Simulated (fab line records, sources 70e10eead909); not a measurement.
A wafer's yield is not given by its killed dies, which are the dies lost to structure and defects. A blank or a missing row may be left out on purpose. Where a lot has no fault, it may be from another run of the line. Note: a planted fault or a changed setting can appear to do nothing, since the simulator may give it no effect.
fab line records	flow nand_harc
record: lots: 6	wafers: 18	last_day: 33
route steps=1302 shown P_M1@297 END@1302
lots untouched by any fault: they come from a run of this same line in which no faults occurred
start_h: hours from the record's first day to the start of the lot's first wafer shown	wait_h: hours from the lot's prior step to this one	" unchanged from the row above	L1.1+2: a row that stands for several wafers	- either no value or no given start	* or withheld: withheld	< > ~ a bound
route shown NAME@n: NAME is a module with steps in the file, n the number in the route of the first one	usual: mean and standard deviation over wafers with no fault	same: alike in all rows	chamber/n: place in a boat	sites: the reading at each site	_std_site: standard deviation across them	_edge_site: mean of outer sites minus mean of inner sites	radius_mm: how far each site lies from the wafer's centre	mask NAME#n: copy n	behind: tool/chamber where the wafer was last shaped	hold: reason for holding the lot/hours on hold/outcome of the hold	device: names the non-switching transistor (n, p or np)	end of line: the same wafers' tests at the end of the route	where a step has no rows: the recipe by itself	killed: count of dies lost to structure and defects at first sort (not the wafer's yield)	map: a wafer's dies, x killed, . not, _ none there
set.NAME: the setting that was run; set.NAME@STEP: the one run at that earlier step	model.NAME: the simulator's own value behind a step, which no gauge read
certain route steps with their lots: each step a table, each wafer a row
services: when a tool's chamber went out of use (start_h, in hours from the record's first day, below 0 if earlier), for how many hours, and the reason
== steps ==
step: NHARC_P_M1_INSPECT_11
usual: raw_defect_count: 4.7/2.6
lot.wafer	tool	chamber	start_h	wait_h	raw_defect_count
L837.3	defect_inspect-02	-	139.30	0.0	2
L837.5	"	-	"	"	6
L837.6	"	-	"	"	6
L839.2	defect_inspect-02	-	155.11	0.0	8
L839.3	"	-	"	"	0
L839.4	"	-	"	"	2
L844.4	defect_inspect-01	-	209.86	0.0	5
L844.5	"	-	"	"	4
L844.6	"	-	"	"	7
L846.1	defect_inspect-02	-	227.60	0.0	1
L846.2	"	-	"	"	4
L846.5	"	-	"	"	1
L857.4	defect_inspect-02	-	331.34	0.0	2
L857.5	"	-	"	"	4
L857.6	"	-	"	"	6
L858.3	defect_inspect-02	-	344.03	0.0	2
L858.4	"	-	"	"	6
L858.6	"	-	"	"	6
step: NHARC_P_M1_DESCUM_14
recipe: time_s: 3	o2_flow_sccm: 200	ar_flow_sccm: 0	bias_power_w: 0	chemistry: O2
usual: drypump_motor_current_A: 5.4/0.47	oes_product_au: 1.000/0.0069	rf_vpp_V: 57.6/0.81	showerhead_plenum_p_Torr: 1.88/0.071	throttle_valve_pct: 11.309/0.0088
lot.wafer	tool	chamber	start_h	wait_h	drypump_motor_current_A	oes_product_au	rf_hours_counter_h	rf_vpp_V	showerhead_plenum_p_Torr	throttle_valve_pct
L837.3	rie_diel-06	2	139.38	0.1	4.9	1.001	0	57.3	1.83	11.305
L837.5	"	0	"	"	5.6	0.994	-	57.2	1.90	11.309
L837.6	"	1	"	"	6.2	1.008	-	57.4	1.78	11.298
L839.2	rie_diel-11	3	155.17	0.1	5.5	1.010	4	57.0	1.90	11.300
L839.4	"	1	"	"	4.7	0.996	4	57.7	1.99	11.314
L839.3	"	2	"	"	5.7	1.005	4	57.3	1.81	11.296
L844.4	rie_diel-06	1	209.92	0.1	6.2	0.992	5	58.7	1.78	11.327
L844.5	"	1	"	"	6.2	0.996	-	55.8	1.78	11.316
L844.6	"	2	"	"	5.0	1.006	-	56.9	1.83	11.297
L846.1	rie_diel-06	3	227.66	0.1	5.1	0.995	7	58.6	1.85	11.309
L846.2	"	2	"	"	5.0	0.994	7	58.9	1.83	11.305
L846.5	"	3	"	"	5.1	0.993	-	57.2	1.85	11.310
L857.5	rie_diel-11	0	331.44	0.1	4.9	1.007	-	58.9	1.99	11.297
L857.6	"	2	"	"	5.7	1.002	-	57.9	1.80	11.301
L857.4	"	3	"	"	5.5	0.989	-	58.0	1.89	11.299
L858.3	rie_diel-11	2	344.12	0.1	5.7	1.007	7	58.0	1.80	11.305
L858.6	"	3	"	"	5.5	1.004	-	57.3	1.89	11.305
L858.4	"	0	"	"	4.9	1.006	-	57.5	1.99	11.308
step: NHARC_P_M1_ETCH_35
recipe: target_depth_a: 400	overetch_a: 120	time_s: 43.94	ion_energy_ev: 200	n2_flow_sccm: 150	h2_flow_sccm: 150	ar_flow_sccm: 0	rf_w: 400	bias_w: 150	chemistry: N2/H2
step: NHARC_P_M1_ETCH_15
recipe: target_depth_a: 1825	time_s: 91.2	c4f8_flow_sccm: withheld	ar_flow_sccm: 400	rf_w: 600	bias_w: 300	chemistry: C4F8/Ar
step: NHARC_P_M1_CD_MEAS_16
usual: cd_nm: 129.7/0.6
lot.wafer	tool	chamber	start_h	wait_h	cd_nm
L837.3	cd_sem-02	-	139.67	-	129.4
L837.5	"	-	"	"	130.4
L837.6	"	-	"	"	130.6
L839.2	cd_sem-02	-	155.49	-	130.5
L839.3	"	-	"	"	129.7
L839.4	"	-	"	"	129.2
L844.4	cd_sem-01	-	210.24	-	130.0
L844.5	"	-	"	"	130.1
L844.6	"	-	"	"	130.3
L846.1	cd_sem-02	-	227.96	-	129.8
L846.2	"	-	"	"	130.2
L846.5	"	-	"	"	129.5
L857.4	cd_sem-01	-	331.76	-	130.1
L857.5	"	-	"	"	130.6
L857.6	"	-	"	"	129.6
L858.3	cd_sem-02	-	344.45	-	129.5
L858.4	"	-	"	"	128.9
L858.6	"	-	"	"	128.5
step: NHARC_P_M1_STRIP_18
recipe: power_w: 1000	n2_flow_sccm: 150	h2_flow_sccm: 150	ar_flow_sccm: 0	bias_w: 0	chemistry: N2/H2
usual: drypump_motor_current_A: 5.4/0.52	oes_product_au: 1.001/0.0076	power_w: 1000.0/3	rf_vpp_V: 90.7/0.86	showerhead_plenum_p_Torr: 2.03/0.082	throttle_valve_pct: 14.171/0.0087
lot.wafer	tool	chamber	start_h	wait_h	drypump_motor_current_A	oes_product_au	power_w	rf_hours_counter_h	rf_vpp_V	showerhead_plenum_p_Torr	throttle_valve_pct
L837.3	rie_diel-11	2	139.79	0.1	5.7	0.997	1001.2	3	89.2	1.92	14.172
L837.6	"	0	"	"	4.9	1.005	998.5	-	91.4	2.12	14.170
L837.5	"	1	"	"	4.7	1.010	997.9	-	90.5	2.13	14.176
L839.3	rie_diel-06	3	155.56	0.1	5.0	0.993	998.8	2	90.4	1.97	14.178
L839.2	"	0	"	"	5.6	1.004	996.7	1	90.9	2.02	14.169
L839.4	"	2	"	"	5.0	1.005	1004.6	2	90.0	1.95	14.177
L844.4	rie_diel-11	0	210.40	0.2	4.9	0.993	1001.5	-	92.2	2.12	14.152
L844.6	"	1	"	"	4.7	0.993	1003.2	-	93.0	2.12	14.173
L844.5	"	3	"	"	5.6	1.007	996.3	-	90.1	2.02	14.167
L846.2	rie_diel-11	0	228.06	0.1	4.9	1.002	996.7	8	91.7	2.12	14.194
L846.1	"	1	"	"	4.7	0.999	999.7	8	90.2	2.12	14.176
L846.5	"	3	"	"	5.5	1.009	1004.1	-	90.1	2.02	14.175
L857.4	rie_diel-09	3	331.85	0.1	6.4	1.010	999.3	0	90.5	2.13	14.169
L857.5	"	2	"	"	4.9	1.006	1002.6	-	91.8	2.09	14.165
L857.6	"	3	"	"	6.4	1.002	1004.0	-	91.1	2.13	14.166
L858.3	rie_diel-11	0	344.59	0.1	4.9	1.009	997.6	7	90.3	2.12	14.169
L858.6	"	2	"	"	5.7	1.002	1003.8	-	90.5	1.92	14.153
L858.4	"	3	"	"	5.5	1.009	995.6	-	89.3	2.02	14.166
step: NHARC_P_M1_ETCH_28
recipe: target_depth_a: 300	over_etch_frac: 0.3	time_s: 72.99	ion_energy_ev: 150	cf4_flow_sccm: 50	n2_flow_sccm: 100	ar_flow_sccm: 150	rf_w: 300	bias_w: 100	chemistry: CF4/N2
usual: drypump_motor_current_A: 5.4/0.51	oes_product_au: 1.002/0.0076	rf_vpp_V: 314.0/1.8	showerhead_plenum_p_Torr: 2.61/0.098	throttle_valve_pct: 19.794/0.0081
lot.wafer	tool	chamber	start_h	wait_h	drypump_motor_current_A	oes_product_au	rf_hours_counter_h	rf_vpp_V	showerhead_plenum_p_Torr	throttle_valve_pct
L837.3	rie_diel-11	0	-	-	4.9	1.004	3	316.5	2.73	19.804
L837.5	"	3	"	"	5.5	1.015	-	315.5	2.60	19.792
L837.6	"	0	"	"	4.9	1.007	-	316.5	2.73	19.803
L839.4	rie_diel-06	2	-	-	5.0	1.001	2	313.4	2.52	19.804
L839.2	"	3	"	"	5.0	0.995	2	313.4	2.54	19.795
L839.3	"	0	"	"	5.6	0.996	2	311.5	2.61	19.786
L844.6	rie_diel-11	0	-	-	4.9	1.016	-	315.5	2.72	19.785
L844.4	"	1	"	"	4.7	1.005	-	316.2	2.73	19.786
L844.5	"	3	"	"	5.5	1.016	-	313.1	2.60	19.794
L846.1	rie_diel-11	0	-	-	4.9	1.014	8	316.3	2.72	19.798
L846.2	"	1	"	"	4.7	1.010	8	315.3	2.73	19.801
L846.5	"	0	"	"	4.9	1.010	-	316.7	2.72	19.803
L857.4	rie_diel-09	0	-	-	5.8	1.007	0	314.1	2.55	19.789
L857.5	"	0	"	"	5.8	0.999	-	315.1	2.55	19.785
L857.6	"	1	"	"	5.6	1.008	-	313.9	2.65	19.804
L858.3	rie_diel-11	3	-	-	5.5	0.998	7	313.2	2.60	19.788
L858.4	"	3	"	"	5.6	1.001	-	313.6	2.60	19.795
L858.6	"	2	"	"	5.7	1.016	-	312.2	2.48	19.784
step: NHARC_P_M1_STRIP_19
recipe: time_s: 600	temp_c: 30	chemistry: post_etch_residue_remover
step: NHARC_P_M1_DEGAS_29
recipe: temp_c: 250	time_s: 60
step: NHARC_P_M1_PRE_CLEAN_30
recipe: time_s: 30	temp_c: 280	gas: H2/He
step: NHARC_P_M1_PVD_20
recipe: target_thk_a: 50	bias_v: 168.6	power_w: 15000	chamber_pressure_pa: 0.12	time_s: 8.06	substrate_temp_c: 50	material: TaN
usual: chamber_pressure_pa: 0.11999/0.00025	throttle_valve_pct: 30.1/1.1
lot.wafer	tool	chamber	start_h	wait_h	chamber_pressure_pa	throttle_valve_pct
L837.3	pvd_sputter-01	-	-	-	0.12021	28.8
L837.6	"	-	"	"	0.12	29.8
L837.5	"	-	"	"	0.11976	28.8
L839.2	pvd_sputter-03	-	-	-	0.12007	29.6
L839.3	"	-	"	"	0.11981	29.0
L839.4	"	-	"	"	0.1204	29.6
L844.4	pvd_sputter-01	-	-	-	0.12037	29.9
L844.5	"	-	"	"	0.11991	30.5
L844.6	"	-	"	"	0.11996	29.9
L846.2	pvd_sputter-03	-	-	-	0.11996	28.8
L846.1	"	-	"	"	0.12021	30.5
L846.5	"	-	"	"	0.11998	29.6
L857.4	pvd_sputter-01	-	-	-	0.11951	31.0
L857.6	"	-	"	"	0.12036	29.3
L857.5	"	-	"	"	0.11982	31.1
L858.4	pvd_sputter-01	-	-	-	0.12009	31.0
L858.3	"	-	"	"	0.12021	29.4
L858.6	"	-	"	"	0.12004	30.9
step: NHARC_P_M1_PVD_21
recipe: target_thk_a: 300	chamber_pressure_pa: 5	power_w: 5000	substrate_temp_c: 30	time_s: 20.49	material: Cu
step: NHARC_P_M1_ECD_22
recipe: target_thk_a: 4000	bath_temp_c: 25	material: Cu
lot.wafer	tool	chamber	start_h	wait_h
L837.3+5+6	ecd_cu-02	0,1,0	140.89	-
L839.2+3+4	ecd_cu-02	0,1,0	156.61	-
L844.4+5+6	ecd_cu-02	1,1,0	211.50	-
L846.2+1+5	ecd_cu-02	1,0,1	229.04	-
L857.4+5+6	ecd_cu-02	1,0,1	332.98	-
L858.4+3+6	ecd_cu-01	1,0,1	345.68	-
step: NHARC_P_M1_ANNEAL_31
recipe: temp_c: 225	time_s: 90
usual: wafer_temp_C_max: 225.79/0.22
lot.wafer	tool	chamber	start_h	wait_h	wafer_temp_C_max
L837.3	rtp_anneal-01	0	141.23	0.3	226.01
L837.5	"	0	"	"	225.67
L837.6	"	0	"	"	225.99
L839.2	rtp_anneal-02	0	157.02	0.4	226.10
L839.3	"	0	"	"	225.91
L839.4	"	0	"	"	225.96
L844.4	rtp_anneal-02	0	211.93	-	225.46
L844.5	"	0	"	"	225.54
L844.6	"	0	"	"	226.07
L846.1	rtp_anneal-01	0	229.44	-	225.85
L846.2	"	0	"	"	225.65
L846.5	"	0	"	"	225.72
L857.4	rtp_anneal-01	0	333.36	-	225.44
L857.5	"	0	"	"	225.87
L857.6	"	0	"	"	225.81
L858.3	rtp_anneal-02	0	346.09	-	225.57
L858.4	"	0	"	"	225.83
L858.6	"	0	"	"	225.79
step: NHARC_P_M1_CMP_23
recipe: t_overpolish_s: 20	target_thk_nm: 157.82
usual: edge_zone_pressure_frac: 1.000/0.0045	motor_current_A: 12.4/1.6	time_to_endpoint_s: 27.9/2.2
lot.wafer	tool	chamber	start_h	wait_h	edge_zone_pressure_frac	motor_current_A	time_to_endpoint_s
L837.3	cmp-01	3	141.49	-	1.005	15.2	26.4
L837.5	"	2	"	"	1.002	15.3	28.7
L837.6	"	3	"	"	1.002	14.8	25.1
L839.2	cmp-01	1	157.31	-	0.995	12.8	26.5
L839.4	"	3	"	"	0.997	14.3	26.6
L839.3	"	0	"	"	0.996	11.0	26.3
L844.4	cmp-01	3	212.12	-	1.009	15.4	26.3
L844.5	"	3	"	"	1.007	14.4	30.0
L844.6	"	0	"	"	1.004	10.4	41.3
L846.1	cmp-02	2	229.79	-	1.004	10.1	46.2
L846.2	"	3	"	"	1.004	14.6	27.7
L846.5	"	3	"	"	1.003	14.2	32.3
L857.4	cmp-01	2	333.64	-	0.995	15.3	30.8
L857.5	"	3	"	"	0.990	14.1	27.8
L857.6	"	0	"	"	1.005	11.3	25.6
L858.3	cmp-04	1	346.39	-	0.997	12.7	25.5
L858.4	"	2	"	"	0.999	11.9	27.3
L858.6	"	0	"	"	0.996	12.2	26.0
step: NHARC_P_M1_THK_MEAS_24
recipe: thk_meas_gauge: xrf
usual: thk_nm: 157.7/1.5
lot.wafer	tool	chamber	start_h	wait_h	thk_nm
L837.3	film_metro-02	-	141.78	-	156.4
L837.5	"	-	"	"	158.1
L837.6	"	-	"	"	156.8
L839.2	film_metro-01	-	157.64	-	156.7
L839.3	"	-	"	"	156.7
L839.4	"	-	"	"	157.2
L844.4	film_metro-01	-	212.44	-	158.3
L844.5	"	-	"	"	157.9
L844.6	"	-	"	"	157.0
L846.1	film_metro-01	-	230.11	-	161.6
L846.2	"	-	"	"	162.6
L846.5	"	-	"	"	160.2
L857.4	film_metro-02	-	333.87	-	157.9
L857.5	"	-	"	"	156.2
L857.6	"	-	"	"	157.9
L858.3	film_metro-02	-	346.65	-	158.6
L858.4	"	-	"	"	156.6
L858.6	"	-	"	"	158.6
step: NHARC_END_SORT_01
recipe: temp_c: 25
usual: defect_limited_yield: 91/3.4	killed_at_array: 54/23	killed_at_other: 1.2/1.5	killed_at_periphery: 3.9/2.5	killed_dies: 59/23	killed_open: 3.2/1.7	killed_short: 2.4/1.6	sort_bin_2_pct: 3.0/1.4	sort_bin_3_pct: 0.7/0.45	sort_bin_4_pct: 5.0/1.9	sort_n_pass: 618/23	sort_rim_yield_pct: 92/3.8	sort_yield_pct: 91/3.4
same: gross_dies: 677	sort_bin_5_pct[%]: 0	sort_bin_6_pct[%]: 0	sort_bin_7_pct[%]: 0	sort_bin_8_pct[%]: 0	sort_rim_n_gross: 106.00
lot.wafer	tool	chamber	start_h	wait_h	defect_limited_yield[%]	killed_at_array	killed_at_other	killed_at_periphery	killed_dies	killed_open	killed_short	sort_bin_2_pct[%]	sort_bin_3_pct[%]	sort_bin_4_pct[%]	sort_n_pass	sort_rim_yield_pct[%]	sort_yield_pct[%]
L837.3	prober-02	0	575.55	3.1	90	62	0	6	68	1	4	3.4	0.9	5.8	609	93	90
L837.5	prober-02	0	577.15	3.7	91	52	1	8	61	2	1	3.0	0.1	5.9	616	92	91
L837.6	prober-02	0	577.95	4.0	90	56	1	9	66	4	0	3.5	0.6	5.6	611	90	90
L839.2	prober-01	0	588.71	2.8	95	24	4	8	36	8	2	1.5	0.1	3.7	641	95	95
L839.3	prober-01	0	589.51	3.1	96	24	1	3	28	7	3	1.6	0.1	2.4	649	92	96
L839.4	prober-01	0	590.31	3.4	96	22	3	0	25	4	1	1.0	0	2.7	652	95	96
L844.4	prober-01	0	651.82	3.4	94	28	6	5	39	4	1	1.8	0.1	3.8	638	89	94
L844.5	prober-01	0	652.61	3.7	95	27	2	5	34	2	2	1.5	0.4	3.1	643	97	95
L844.6	prober-01	0	653.40	4.0	95	22	4	7	33	2	2	1.8	0.4	2.7	644	94	95
L846.1	prober-02	0	658.90	2.5	89	74	0	3	77	3	1	3.4	0.7	7.2	600	86	89
L846.2	prober-02	0	659.70	2.8	89	72	0	1	73	3	2	5.9	0.4	4.4	604	96	89
L846.5	prober-02	0	662.10	3.7	89	72	0	3	75	1	4	3.5	1.2	6.4	602	89	89
L857.4	prober-01	0	773.40	3.4	92	49	2	1	52	1	3	3.0	0.9	3.8	625	93	92
L857.5	prober-01	0	774.20	3.7	92	49	0	7	56	3	3	1.9	1.0	5.3	621	91	92
L857.6	prober-01	0	775.00	4.0	91	58	1	4	63	4	3	3.1	0.7	5.5	614	91	91
killed by level:class
L837.3 A_CHANNEL_HOLE_D2:chamber_film_flake=37 A_SLIT:chamber_film_flake=12 A_DECK1_JOINT:chamber_film_flake=4 P_M1:chamber_film_flake=3 A_WL_FILL:chamber_film_flake=3 A_CONTACT:chamber_film_flake=2 P_GATE:geometric_particle:short=1 P_CONTACT:geometric_particle:short=1
L837.5 A_CHANNEL_HOLE_D2:chamber_film_flake=27 A_SLIT:chamber_film_flake=11 A_CONTACT:chamber_film_flake=6 P_M1:chamber_film_flake=5 A_WL_FILL:chamber_film_flake=3 P_ZERO_WELL:chamber_film_flake=2 A_DECK1_JOINT:chamber_film_flake=2 P_GATE:geometric_particle:open=1
L837.6 A_CHANNEL_HOLE_D2:chamber_film_flake=35 A_SLIT:chamber_film_flake=12 A_CONTACT:chamber_film_flake=5 P_M1:chamber_film_flake=4 P_GATE:geometric_particle:open=2 P_STI:geometric_particle:open=1 A_M1:geometric_particle:open=1 P_ZERO_WELL:chamber_film_flake=1
L839.2 A_CHANNEL_HOLE_D2:chamber_film_flake=8 A_STAIRCASE:chamber_film_flake=7 P_GATE:chamber_film_flake=4 THIN_TSV:chamber_film_flake=4 P_CONTACT:geometric_particle:open=3 A_ONON_D2:geometric_particle:open=2 P_M0:geometric_particle:open=1 A_CHANNEL_FILL_D1:geometric_particle:open=1
L839.3 A_CHANNEL_HOLE_D2:chamber_film_flake=6 A_STAIRCASE:chamber_film_flake=6 A_CHANNEL_HOLE_D1:geometric_particle:short=2 A_CHANNEL_FILL_D2:geometric_particle:open=2 A_CONTACT:chamber_film_flake=2 P_STI:geometric_particle:open=1 P_M0:geometric_particle:open=1 P_M2:geometric_particle:open=1
L839.4 A_CHANNEL_HOLE_D2:chamber_film_flake=9 A_CHANNEL_HOLE_D1:chamber_film_flake=5 THIN_TSV:chamber_film_flake=3 A_CHANNEL_FILL_D2:chamber_film_flake=2 A_ONON_D1:geometric_particle:open=1 A_CHANNEL_FILL_D1:geometric_particle:short=1 A_DECK1_JOINT:geometric_particle:open=1 A_SLIT:geometric_particle:open=1
L844.4 A_CHANNEL_HOLE_D2:chamber_film_flake=9 A_STAIRCASE:chamber_film_flake=6 THIN_TSV:chamber_film_flake=6 A_CHANNEL_HOLE_D1:chamber_film_flake=4 A_CONTACT:chamber_film_flake=3 P_GATE:chamber_film_flake=2 P_GATE:geometric_particle:open=1 A_CHANNEL_FILL_D2:geometric_particle:open=1
L844.5 A_CHANNEL_HOLE_D2:chamber_film_flake=13 A_CONTACT:chamber_film_flake=7 P_BONDPAD:chamber_film_flake=2 A_SLIT:chamber_film_flake=2 THIN_TSV:chamber_film_flake=2 P_CONTACT:geometric_particle:open=1 P_M2:geometric_particle:open=1 A_CHANNEL_FILL_D1:geometric_particle:short=1
L844.6 A_CHANNEL_HOLE_D2:chamber_film_flake=8 P_GATE:chamber_film_flake=3 A_STAIRCASE:chamber_film_flake=3 A_CONTACT:chamber_film_flake=3 THIN_TSV:chamber_film_flake=3 P_ZERO_WELL:chamber_film_flake=2 A_CHANNEL_HOLE_D1:chamber_film_flake=2 A_SLIT:chamber_film_flake=2
L846.1 A_CHANNEL_HOLE_D1:chamber_film_flake=37 A_SLIT:chamber_film_flake=26 A_CHANNEL_HOLE_D2:chamber_film_flake=3 A_ONON_D1:geometric_particle:open=2 P_BONDPAD:chamber_film_flake=2 A_ZERO_WELL:chamber_film_flake=2 A_CONTACT:chamber_film_flake=2 P_GATE:geometric_particle:short=1
L846.2 A_CHANNEL_HOLE_D1:chamber_film_flake=37 A_SLIT:chamber_film_flake=23 A_ZERO_WELL:chamber_film_flake=2 A_STAIRCASE:chamber_film_flake=2 A_CONTACT:chamber_film_flake=2 P_STI:geometric_particle:open=1 A_CHANNEL_FILL_D1:geometric_particle:short=1 A_CHANNEL_FILL_D2:geometric_particle:short=1
L846.5 A_CHANNEL_HOLE_D1:chamber_film_flake=34 A_SLIT:chamber_film_flake=23 A_CONTACT:chamber_film_flake=4 A_ZERO_WELL:chamber_film_flake=3 A_CHANNEL_HOLE_D2:chamber_film_flake=2 A_STAIRCASE:chamber_film_flake=2 P_STI:geometric_particle:open=1 P_M0:geometric_particle:short=1
L857.4 A_CHANNEL_HOLE_D2:chamber_film_flake=20 A_SLIT:chamber_film_flake=10 A_CHANNEL_HOLE_D1:chamber_film_flake=9 A_CONTACT:chamber_film_flake=4 THIN_TSV:chamber_film_flake=2 P_CONTACT:geometric_particle:short=1 A_ONON_D1:geometric_particle:short=1 A_ONON_D2:geometric_particle:short=1
L857.5 A_CHANNEL_HOLE_D2:chamber_film_flake=14 A_SLIT:chamber_film_flake=13 A_CONTACT:chamber_film_flake=9 A_CHANNEL_HOLE_D1:chamber_film_flake=8 P_M0:geometric_particle:short=2 A_WL_FILL:geometric_particle:open=2 P_GATE:chamber_film_flake=2 P_M1:chamber_film_flake=2
L857.6 A_CHANNEL_HOLE_D2:chamber_film_flake=18 A_CHANNEL_HOLE_D1:chamber_film_flake=15 A_SLIT:chamber_film_flake=11 A_CONTACT:chamber_film_flake=8 P_M1:chamber_film_flake=2 P_CONTACT:geometric_particle:open=1 A_CHANNEL_FILL_D2:geometric_particle:short=1 A_WL_FILL:geometric_particle:short=1
== services ==
tool	chamber	start_h	hours	kind
rie_diel-06	2	118.14	4.9	repair
cmp-01	-	128.26	0.3	repair
rie_diel-06	-	130.20	9.0	pm
rie_diel-09	-	143.45	9.0	pm
ecd_cu-02	-	144.49	1.1	repair
rie_diel-06	1	146.76	2.1	repair
rie_diel-09	0	169.92	1.6	repair
pvd_sputter-03	-	170.00	10.0	pm
cmp-01	-	185.59	4.0	pm
rie_diel-06	3	202.62	7.1	repair
rie_diel-11	2	209.29	5.0	repair
cmp-01	-	212.35	9.5	repair
pvd_sputter-01	-	226.09	10.0	pm
rie_diel-11	-	226.63	0.5	repair
ecd_cu-02	-	244.00	8.0	pm
rie_diel-11	-	255.50	9.0	pm
rie_diel-06	0	274.91	2.4	repair
rtp_anneal-02	-	282.60	31.3	repair
cmp-01	-	283.59	4.0	pm
ecd_cu-02	-	290.82	3.7	repair
rie_diel-06	0	302.42	5.1	repair
rie_diel-11	1	304.75	4.0	repair
rie_diel-06	-	307.20	9.0	pm
rie_diel-11	1	319.03	32.4	repair
== key ==
first_sign: step: NHARC_P_M1_CMP_23	reading: time_to_endpoint_s	direction: up	sigmas: 7.2	usual: *	struck: *
effect none on later readings
met_at NHARC_P_M1_ECD_22
struck_wafers L844.6,L846.1
onset_between 156.61 211.50
fault: kind: process_parameter_drift	tool: ecd_cu-02	chamber: 0	onset_h: 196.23	steps: NHARC_P_M1_ECD_22	channel: target_thk_a	offset: *	shape: step	end_h: 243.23	acts_in: *	stated: *
